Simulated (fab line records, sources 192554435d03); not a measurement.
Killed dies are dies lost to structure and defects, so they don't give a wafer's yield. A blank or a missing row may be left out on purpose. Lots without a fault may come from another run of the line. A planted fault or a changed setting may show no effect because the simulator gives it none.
Chamber matching | flow n5_finfet | N5_MOL_CONTACT_COAG_DESCUM_13 on rie_diel-04: 4 sister chambers
The step chemistry O2, time 7 s. 4 wafers are shown with their chamber, then 8 later ones without.

WAFERS WITH THEIR CHAMBER
wafer  | chamber | showerhead_plenum_p_Torr (Torr)
L080.4 | 2       | 2.18
L089.5 | 0       | 2.09
L089.6 | 3       | 2.23
L091.2 | 1       | 2.06

WAFERS WITHOUT THEIR CHAMBER
wafer  | showerhead_plenum_p_Torr (Torr)
L091.3 | 2.17
L091.6 | 2.09
L095.2 | 2.23
L095.3 | 2.08
L095.4 | 2.06
L096.3 | 2.16
L096.5 | 2.05
L096.6 | 2.08

WHICH CHAMBER EACH WENT THROUGH
wafer  | from the rows above     | in truth
L091.3 | 2                       | 2
L091.6 | 0                       | 0
L095.2 | 3                       | 3
L095.3 | can't be placed: 0 or 1 | 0
L095.4 | 1                       | 1
L096.3 | 2                       | 2
L096.5 | 1                       | 1
L096.6 | can't be placed: 0 or 1 | 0
Placed correctly: 6 of 8. Can't be placed from these rows: 2 (the true chamber is among the candidates in 2). Placed wrongly: 0.
How it was worked out, from the rows above alone: a wafer's distance from a chamber is the root of the sum, over the readings, of the square of ((its reading less the chamber's mean) divided by the reading's scatter). The wafer belongs to the nearest chamber; if the next one is less than 2 further off, it can't be placed. A chamber's mean is the mean of its shown wafers. The scatter: with one shown wafer a chamber, the root of the mean of the squares of how far each hidden wafer lies from its nearest shown one.
